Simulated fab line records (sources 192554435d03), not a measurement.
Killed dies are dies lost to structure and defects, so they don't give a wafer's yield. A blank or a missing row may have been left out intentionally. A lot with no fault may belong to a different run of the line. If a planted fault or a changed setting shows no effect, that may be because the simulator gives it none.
What tool caused it? | flow n5-finfet | 11 lots with 33 wafers sampled at 5 steps, on a route of 1938 steps

WHAT THE GAUGES SHOWED, per wafer
N5_SD_EPI_P_OVL_MEAS_10. Usual: SD_P_BLK_OVL typically reads 0.1 nm, with standard deviation 0.65.
lot  | measured    | on         | SD_P_BLK_OVL (nm) | flag
L502 | day 3 04:40 | overlay-02 | 1.1 -1.4 0.3      |
L504 | day 3 20:38 | overlay-02 | 0.3 -0.3 0.3      |
L507 | day 4 11:59 | overlay-01 | 0.5 -0.4 -0.4     |
L508 | day 4 17:05 | overlay-01 | -1.3 0.6 -1.0     |
L517 | day 6 23:57 | overlay-02 | 72.2 70.9 71.7    | OFF
L518 | day 7 05:13 | overlay-01 | 73.1 72.1 72.7    | OFF
L520 | day 7 16:29 | overlay-01 | -1.2 0.1 -0.1     |
L521 | day 7 23:02 | overlay-01 | -0.6 0.4 0.0      |
L522 | day 8 07:57 | overlay-01 | -0.3 0.7 -0.5     |
L523 | day 8 11:02 | overlay-02 | 0.2 -0.2 0.6      |
L524 | day 8 19:03 | overlay-02 | -0.5 -0.4 -1.1    |

WHICH TOOL RAN EACH LOT (tool, then ch and the chambers of the sampled wafers, then the start)
lot  | N5_SD_EPI_N_ETCHBACK_44           | N5_SD_EPI_N_STRIP_38                | N5_SD_EPI_N_VAPOR_ETCH_50      | N5_SD_EPI_P_EXPOSE_06
L502 | rie-diel-01 ch 0,3, day 3 00:50   | plasma-asher-01 ch 0,1, day 3 01:11 | epi-rpcvd-03 ch 0, day 3 01:54 | arfi-scanner-02 ch 0, day 3 04:30
L504 | rie-diel-04 ch 0,2, day 3 16:39   | plasma-asher-02 ch 0,1, day 3 17:02 | epi-rpcvd-01 ch 0, day 3 17:47 | arfi-scanner-01 ch 0, day 3 20:30
L507 | rie-diel-03 ch 0,1,2, day 4 08:02 | plasma-asher-01 ch 0,1, day 4 08:23 | epi-rpcvd-02 ch 0, day 4 09:07 | arfi-scanner-02 ch 0, day 4 11:50
L508 | rie-diel-01 ch 0,1, day 4 13:15   | plasma-asher-02 ch 0,1, day 4 13:38 | epi-rpcvd-01 ch 0, day 4 14:23 | arfi-scanner-02 ch 0, day 4 16:56
L517 | rie-diel-03 ch 1,3, day 6 20:07   | plasma-asher-02 ch 1, day 6 20:29   | epi-rpcvd-03 ch 0, day 6 21:14 | arfi-scanner-02 ch 0, day 6 23:48
L518 | rie-diel-01 ch 0,2,3, day 7 01:23 | plasma-asher-01 ch 0,1, day 7 01:45 | epi-rpcvd-03 ch 0, day 7 02:28 | arfi-scanner-02 ch 0, day 7 05:04
L520 | rie-diel-03 ch 1,2,3, day 7 12:31 | plasma-asher-01 ch 0,1, day 7 12:54 | epi-rpcvd-03 ch 0, day 7 13:40 | arfi-scanner-03 ch 0, day 7 16:20
L521 | rie-diel-03 ch 0,2,3, day 7 19:03 | plasma-asher-01 ch 0,1, day 7 19:25 | epi-rpcvd-03 ch 0, day 7 20:08 | arfi-scanner-01 ch 0, day 7 22:52
L522 | rie-diel-01 ch 0,1,3, day 8 03:59 | plasma-asher-02 ch 0,1, day 8 04:21 | epi-rpcvd-01 ch 0, day 8 05:05 | arfi-scanner-03 ch 0, day 8 07:48
L523 | rie-diel-01 ch 0,2,3, day 8 07:03 | plasma-asher-01 ch 0,1, day 8 07:26 | epi-rpcvd-02 ch 0, day 8 08:13 | arfi-scanner-01 ch 0, day 8 10:53
L524 | rie-diel-04 ch 1,2,3, day 8 14:26 | plasma-asher-02 ch 0,1, day 8 14:48 | epi-rpcvd-03 ch 0, day 8 15:40 | arfi-scanner-01 ch 0, day 8 18:54
- N5_SD_EPI_N_ETCHBACK_44: etches SiNx in CH3F/O2, stops on SiO2, target depth 14.5 nm.
- N5_SD_EPI_N_STRIP_38: strips in N2/H2.
- N5_SD_EPI_N_VAPOR_ETCH_50: etches Si in HCl, time 54 s.
- N5_SD_EPI_P_EXPOSE_06: exposes mask SD P BLK, target cd 240 nm.

WHAT THE TOOLS THEMSELVES READ (means of the sampled wafers that have a number; where no wafer has one, the mark that the record gives instead)
N5_SD_EPI_N_ETCHBACK_44. Usual: drypump-motor-current-A 5.54 A, standard deviation 0.28; oes-product-au 0.66 a.u., standard deviation 0.078; rf-vpp-V 294 V, standard deviation 4.5; showerhead-plenum-p-Torr 2.00 Torr, standard deviation 0.074; throttle-valve-pct 16.30 %, standard deviation 0.2.
lot  | tool        | drypump-motor-current-A (A) | oes-product-au (a.u.) | rf-vpp-V (V) | showerhead-plenum-p-Torr (Torr) | throttle-valve-pct (%) | flag
L502 | rie-diel-01 | 5.30                        | 0.63                  | 294          | 2.04                            | 16.32                  |
L504 | rie-diel-04 | 5.49                        | 0.62                  | 292          | 1.99                            | 16.26                  |
L507 | rie-diel-03 | 5.53                        | 0.60                  | 292          | 2.01                            | 16.53                  |
L508 | rie-diel-01 | 5.42                        | 0.63                  | 298          | 2.01                            | 16.29                  |
L517 | rie-diel-03 | 5.70                        | 0.63                  | 291          | 2.05                            | 16.49                  |
L518 | rie-diel-01 | 5.45                        | 0.67                  | 292          | 1.97                            | 16.29                  |
L520 | rie-diel-03 | 5.40                        | 0.70                  | 289          | 2.08                            | 16.39                  |
L521 | rie-diel-03 | 5.41                        | 0.78                  | 291          | 2.07                            | 16.10                  |
L522 | rie-diel-01 | 5.40                        | 0.66                  | 295          | 1.96                            | 16.25                  |
L523 | rie-diel-01 | 5.44                        | 0.67                  | 293          | 1.97                            | 16.30                  |
L524 | rie-diel-04 | 5.51                        | 0.61                  | 297          | 1.95                            | 16.32                  |

N5_SD_EPI_N_STRIP_38. Usual: drypump-motor-current-A 6.0 A, standard deviation 0.61; heater-power-w 333 W, standard deviation 28; oes-product-au 0.760 a.u., standard deviation 0.012; temp-c 250.01 C, standard deviation 0.17.
lot  | tool            | drypump-motor-current-A (A) | heater-power-w (W) | oes-product-au (a.u.) | temp-c (C) | flag
L502 | plasma-asher-01 | 6.2                         | 321                | 0.762                 | 250.15     |
L504 | plasma-asher-02 | 6.0                         | 360                | 0.759                 | 249.94     |
L507 | plasma-asher-01 | 6.1                         | 328                | 0.771                 | 250.05     |
L508 | plasma-asher-02 | 6.3                         | 355                | 0.754                 | 250.08     |
L517 | plasma-asher-02 | 6.7                         | 353                | 0.764                 | 249.73     |
L518 | plasma-asher-01 | 6.2                         | 329                | 0.770                 | 249.99     |
L520 | plasma-asher-01 | 6.2                         | 326                | 0.763                 | 249.90     |
L521 | plasma-asher-01 | 5.7                         | 307                | 0.768                 | 249.96     |
L522 | plasma-asher-02 | 6.0                         | 361                | 0.775                 | 250.04     |
L523 | plasma-asher-01 | 6.2                         | 324                | 0.758                 | 249.93     |
L524 | plasma-asher-02 | 6.3                         | 360                | 0.770                 | 250.06     |

N5_SD_EPI_N_VAPOR_ETCH_50. Usual: 11.9 % for throttle-valve-pct, sd 0.35.
lot  | tool         | throttle-valve-pct (%) | flag
L502 | epi-rpcvd-03 | 11.5                   |
L504 | epi-rpcvd-01 | 12.1                   |
L507 | epi-rpcvd-02 | 12.1                   |
L508 | epi-rpcvd-01 | 12.2                   |
L517 | epi-rpcvd-03 | 11.5                   |
L518 | epi-rpcvd-03 | 11.7                   |
L520 | epi-rpcvd-03 | 11.7                   |
L521 | epi-rpcvd-03 | 11.5                   |
L522 | epi-rpcvd-01 | 12.5                   |
L523 | epi-rpcvd-02 | 12.2                   |
L524 | epi-rpcvd-03 | 11.5                   |

N5_SD_EPI_P_EXPOSE_06. Usual: 22.98 C for reticle-temp-C, sd 0.11.
lot  | tool            | reticle-temp-C (C) | flag
L502 | arfi-scanner-02 | 22.96              |
L504 | arfi-scanner-01 | 22.86              |
L507 | arfi-scanner-02 | 22.82              |
L508 | arfi-scanner-02 | 23.08              |
L517 | arfi-scanner-02 | 22.92              |
L518 | arfi-scanner-02 | 22.90              |
L520 | arfi-scanner-03 | 22.90              |
L521 | arfi-scanner-01 | 22.86              |
L522 | arfi-scanner-03 | 22.98              |
L523 | arfi-scanner-01 | 23.02              |
L524 | arfi-scanner-01 | 22.96              |

THE ANSWER, worked out from the rows above alone
Rule: a lot is off if the mean of its wafers that have a number lies more than 3 standard deviations from the usual mean. Also off: a lot with no number at a reading for which 4 or more lots have one. All remaining lots with rows at the step are treated as sound. Order of review: gauges by route order, followed by the tools' own readings, for which a lot's mean as printed above is used. The first step at which some lot is off is used, and at that step the reading that is off furthest; a lot without a number counts as furthest.
Off: L517, L518, seen at N5_SD_EPI_P_OVL_MEAS_10 (SD_P_BLK_OVL).
A tool fits if, at a process step before that reading, it ran every lot that is off, and no sound lot after the first of them. The gauges at N5_SD_EPI_P_OVL_MEAS_10 are tried like those tools. One candidate fits, namely arfi-scanner-02 at N5_SD_EPI_P_EXPOSE_06. Its last sound lot is L508 (day 4 16:56), its first lot that is off L517 (day 6 23:48): a fault that began between those two fits.

WHAT THE SIMULATOR HAD PUT IN
Scanner matching overlay: arfi-scanner-02, from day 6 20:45 on, at N5_SD_EPI_P_EXPOSE_06. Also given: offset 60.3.
Shown lots that were struck: L517, L518. The rule above reached the same finding.
